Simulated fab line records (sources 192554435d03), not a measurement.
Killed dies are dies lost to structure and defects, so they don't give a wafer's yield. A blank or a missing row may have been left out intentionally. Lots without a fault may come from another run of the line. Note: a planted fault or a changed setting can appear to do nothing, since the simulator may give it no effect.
8D (eight disciplines) problem report, filled in by code -- flow n5_finfet -- the parts of the form that need people (team, actions taken, sign-off) are left out

1. THE ISSUE
Mean of run_length_s at N5_BEOL_M5_CO_CAP_78: 65.5 s across 2 wafers in 2 lots; on wafers with no fault it is 124.8 s (standard deviation 0.56). So: -99 or more standard deviations from the usual mean.
The step: material Co, precursor CCTBA/H2, target thk 2 nm, time 102.1 s.
Seen first at day 12 01:09 on cvd_co-02, wafer L126.4. The record has a number at this step for 17 wafers belonging to 6 lots. By rule, "out" or "out of limits" means more than 4 standard deviations away from the usual mean. Any other wafer with a number is counted as sound.

2. WHAT IT IS; WHAT IT IS NOT
question,is,is not
which readings at this step,run_length_s,heater_power_w
which lots,"L126, L128","L120, L132, L136, L138"
which wafers of those lots,"L126.4, L128.4","L126.3, L128.2, L128.6"
read on which tools,cvd_co-02,cvd_co-01
when,from day 12 01:09,"up to then (4 sound wafers); but 11 sound wafers of L128, L132, L136, L138 came after"

3. WHAT RULES OUT EACH SUSPECT
Counting: any tool at a process step up to the reading remains a suspect provided it ran every lot that is out. Sound lots after the first of them don't rule it out here, since some wafers of a struck lot are sound.
- cvd_co-02 at N5_BEOL_M5_CO_CAP_78 (material Co, precursor CCTBA/H2, target thk 2 nm, time 102.1 s): kept. Every lot that is out went through it, the first being L126 (day 12 01:09); the last sound lot it ran before that was L120 (day 9 19:17). Out on those wafers are its own readings of run_length_s.
- In cvd_co-02 at N5_BEOL_M5_CO_CAP_78, the wafers that are out were processed in chamber 0 and their sound lot-mates in chambers 1, 2.
After counting, what remains is cvd_co-02 at N5_BEOL_M5_CO_CAP_78.

4. THE CAUSE (what the simulator had put in)
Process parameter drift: cvd_co-02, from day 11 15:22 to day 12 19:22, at N5_BEOL_M5_CO_CAP_78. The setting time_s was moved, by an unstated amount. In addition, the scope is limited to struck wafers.
After counting, this tool was the only one left.

5. THE CHAIN OF EFFECTS, in route order
Each row: a reading where the mean over the struck wafers with a number is more than 3 standard deviations away from the usual. Only readings whose record carries a usual standard deviation are examined. hours: median over the lots of the time between each lot's start at the first step of this table that gives one and its start at this step. sigmas: the change, counted in usual standard deviations.
hours,step,reading,usual,on struck wafers,change,sigmas
0,N5_BEOL_M5_CO_CAP_78,run_length_s,124.8 s,65.5,-59.3,-99 or more
The process steps in it:
- N5_BEOL_M5_CO_CAP_78: material Co, precursor CCTBA/H2, target thk 2 nm, time 102.1 s.

6. WHAT WOULD HAVE CAUGHT IT SOONER
First out-of-limits reading in this record: day 12 01:09, which is 10 hours after fault onset at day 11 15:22.
